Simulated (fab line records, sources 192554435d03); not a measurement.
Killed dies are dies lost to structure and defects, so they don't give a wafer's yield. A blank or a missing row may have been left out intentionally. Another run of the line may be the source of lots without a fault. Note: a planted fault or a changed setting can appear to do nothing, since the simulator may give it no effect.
Which tool is to blame? | flow n5_finfet | Sampling: 6 lots, 18 wafers, 3 of 1938 route steps

## WHAT EACH GAUGE READ, for each wafer
N5_PASSIVATION_OVL_MEAS_63.
lot  | measured     | on         | PAD_OVL (nm)
L103 | day 12 23:40 | overlay-02 | -3 3 2
L105 | day 14 01:55 | overlay-02 | -3 -5 -5
L111 | day 14 23:21 | overlay-01 | 4 5 12
L116 | day 16 22:04 | overlay-02 | 5 1 -2
L119 | day 17 08:14 | overlay-02 | 4 -6 9
L125 | day 20 08:58 | overlay-02 | -1 -8 1

## EACH LOT AND THE TOOL THAT RAN IT (in order: tool; ch and the chambers of the sampled wafers; start)
lot  | N5_BEOL_M8_ETCH_72                 | N5_PASSIVATION_SPUTTER_20
L103 | rie_diel-04 ch 0,2,3, day 10 07:09 | pvd_sputter-03, day 12 23:04
L105 | rie_diel-01 ch 0,2, day 11 14:04   | pvd_sputter-01, day 14 01:19
L111 | rie_diel-01 ch 1,2,3, day 12 08:08 | pvd_sputter-02, day 14 22:38
L116 | rie_diel-02 ch 2,3, day 14 00:27   | pvd_sputter-02, day 16 21:20
L119 | rie_diel-01 ch 0,1,2, day 14 09:04 | pvd_sputter-01, day 17 07:38
L125 | rie_diel-04 ch 0,1,3, day 17 10:50 | pvd_sputter-01, day 20 08:22
- N5_BEOL_M8_ETCH_72: etches underlayer in N2/H2, target depth 6.5 nm, time 5.2 s.
- N5_PASSIVATION_SPUTTER_20: material TaN, target thk 50 nm.

## THE ANSWER, worked out from the rows above alone
Rule: the lots themselves supply what counts as usual. The widest of any qualifying gaps counts: lots, ordered by their means at a reading, are off when they make up no more than a third of the lots, leave a main group of 4 or more, and stand apart from it by 3 or more times the standard deviation of that group's means. If all means in a main group match to the digits the tables above print for the reading, that group is not used. A lot without any number at a reading at which 4 lots or more have one is off too. Any other lot the step has rows for is counted as sound.
Across all readings shown, no lot is off: no conclusion can be drawn from this.

## WHAT THE SIMULATOR HAD INSERTED
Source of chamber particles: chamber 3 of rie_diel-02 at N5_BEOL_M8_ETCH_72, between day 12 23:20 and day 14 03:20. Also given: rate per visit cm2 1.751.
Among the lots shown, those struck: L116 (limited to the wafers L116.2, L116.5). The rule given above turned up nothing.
